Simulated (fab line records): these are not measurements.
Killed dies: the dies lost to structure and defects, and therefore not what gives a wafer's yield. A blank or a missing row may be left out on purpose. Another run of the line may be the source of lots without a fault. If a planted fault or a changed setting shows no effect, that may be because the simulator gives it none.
Matching of chambers || flow n5-finfet || cmp-02 running N5_BEOL_M6_CMP_52: 4 sister chambers
The step polishes, stops on SiCOH lowk, t overpolish 6.9 s, target thk 80 nm. 8 wafers are shown with their chamber, then 10 later ones without.

WAFERS PAIRED WITH THEIR CHAMBERS
{"wafer": "L082.2", "chamber": 2, "motor-current-A (A)": 5.8, "barrier-field-endpoint-s (s)": 26.8}
{"wafer": "L082.4", "chamber": 3, "motor-current-A (A)": 6.0, "barrier-field-endpoint-s (s)": 28.0}
{"wafer": "L082.5", "chamber": 1, "motor-current-A (A)": 7.0, "barrier-field-endpoint-s (s)": 28.9}
{"wafer": "L081.3", "chamber": 2, "motor-current-A (A)": 6.1, "barrier-field-endpoint-s (s)": 27.4}
{"wafer": "L081.5", "chamber": 0, "motor-current-A (A)": 6.5, "barrier-field-endpoint-s (s)": 28.6}
{"wafer": "L081.6", "chamber": 1, "motor-current-A (A)": 7.3, "barrier-field-endpoint-s (s)": 29.5}
{"wafer": "L084.1", "chamber": 3, "motor-current-A (A)": 6.0, "barrier-field-endpoint-s (s)": 28.6}
{"wafer": "L084.4", "chamber": 0, "motor-current-A (A)": 6.9, "barrier-field-endpoint-s (s)": 28.1}

WAFERS WITHOUT THEIR CHAMBER
{"wafer": "L084.6", "motor-current-A (A)": 7.5, "barrier-field-endpoint-s (s)": 29.1}
{"wafer": "L085.1", "motor-current-A (A)": 7.2, "barrier-field-endpoint-s (s)": 28.6}
{"wafer": "L085.2", "motor-current-A (A)": 6.1, "barrier-field-endpoint-s (s)": 28.1}
{"wafer": "L085.3", "motor-current-A (A)": 6.4, "barrier-field-endpoint-s (s)": 27.7}
{"wafer": "L096.3", "motor-current-A (A)": 6.4, "barrier-field-endpoint-s (s)": 29.4}
{"wafer": "L096.5", "motor-current-A (A)": 5.9, "barrier-field-endpoint-s (s)": 29.4}
{"wafer": "L096.6", "motor-current-A (A)": 6.4, "barrier-field-endpoint-s (s)": 29.3}
{"wafer": "L095.2", "motor-current-A (A)": 6.3, "barrier-field-endpoint-s (s)": 29.3}
{"wafer": "L095.5", "motor-current-A (A)": 7.4, "barrier-field-endpoint-s (s)": 29.4}
{"wafer": "L095.6", "motor-current-A (A)": 6.2, "barrier-field-endpoint-s (s)": 28.6}

THE CHAMBER EACH PASSED THROUGH
{"wafer": "L084.6", "from the rows above": 1, "in truth": 1}
{"wafer": "L085.1", "from the rows above": "can't be placed: 1 or 0", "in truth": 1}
{"wafer": "L085.2", "from the rows above": "can't be placed: 3 or 2", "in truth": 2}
{"wafer": "L085.3", "from the rows above": "can't be placed: 0 or 3 or 2", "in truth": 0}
{"wafer": "L096.3", "from the rows above": "can't be placed: 0 or 3 or 1", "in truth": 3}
{"wafer": "L096.5", "from the rows above": "can't be placed: 3 or 0", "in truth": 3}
{"wafer": "L096.6", "from the rows above": "can't be placed: 0 or 3 or 1", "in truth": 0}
{"wafer": "L095.2", "from the rows above": "can't be placed: 3 or 0 or 1", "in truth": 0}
{"wafer": "L095.5", "from the rows above": 1, "in truth": 1}
{"wafer": "L095.6", "from the rows above": "can't be placed: 3 or 0", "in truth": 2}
Correct placement for 2 of the 10. Unplaceable from these rows: 8, with the true chamber sitting among the candidates in 7. Wrongly placed: 0.
How it was worked out, from the rows above alone: a wafer's distance from a chamber is the root of the sum, over the readings, of the square of ((its reading less the chamber's mean) divided by the reading's scatter). The wafer belongs to the nearest chamber; if the next one is less than 2 further off, it can't be placed. Each chamber's mean is taken over the wafers shown for it. The scatter: take each reading less its chamber's mean, square it, sum over the shown wafers, divide by the number of wafers less the number of chambers, and take the root.
